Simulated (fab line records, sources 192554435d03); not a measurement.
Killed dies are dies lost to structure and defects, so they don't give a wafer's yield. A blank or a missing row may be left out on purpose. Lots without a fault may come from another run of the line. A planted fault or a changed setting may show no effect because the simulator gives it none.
Which tool did it? | flow n5_finfet | 12 lots, 36 wafers sampled, at 1 step of a route of 1938

WHAT THE GAUGES READ, wafer by wafer
N5_BEOL_M14_OVL_MEAS_29.
lot  | measured     | on         | M14_OVL (nm)
L075 | day 11 11:39 | overlay-02 | -10 -7 -6
L076 | day 12 04:22 | overlay-02 | -1 -2 1
L079 | day 12 14:25 | overlay-02 | -1 -6 -5
L081 | day 12 20:32 | overlay-01 | 8 9 4
L082 | day 13 03:34 | overlay-02 | -2 1 -2
L085 | day 14 00:18 | overlay-01 | -9 -14 -9
L087 | day 14 06:26 | overlay-01 | 1 -1 2
L090 | day 14 23:01 | overlay-02 | -7 -17 -7
L093 | day 15 10:05 | overlay-01 | 6 0 6
L094 | day 16 02:08 | overlay-01 | 1 -2 -1
L095 | day 16 06:16 | overlay-02 | -9 -1 -2
L097 | day 17 11:28 | overlay-02 | -14 -11 -15

WHICH TOOL RAN EACH LOT (tool, then ch and the chambers of the sampled wafers, then the start)
The record holds no process step before these readings.

THE ANSWER, worked out from the rows above alone
Rule: what is usual is taken from the lots themselves. Put in order of their means at a reading, lots are off if they are a third of the lots or fewer, leave a main group of 4 or more, and stand apart from it by a gap of 3 or more times the standard deviation of the main group's means; of several such gaps the widest counts. A main group whose means are all the same, to the digits that the tables above print for the reading, isn't used. A lot without any number at a reading at which 4 lots or more have one is off too. The other lots that the step has rows for count as sound.
No lot is off at any reading shown: from this, nothing can be told.

WHAT THE SIMULATOR HAD PUT IN
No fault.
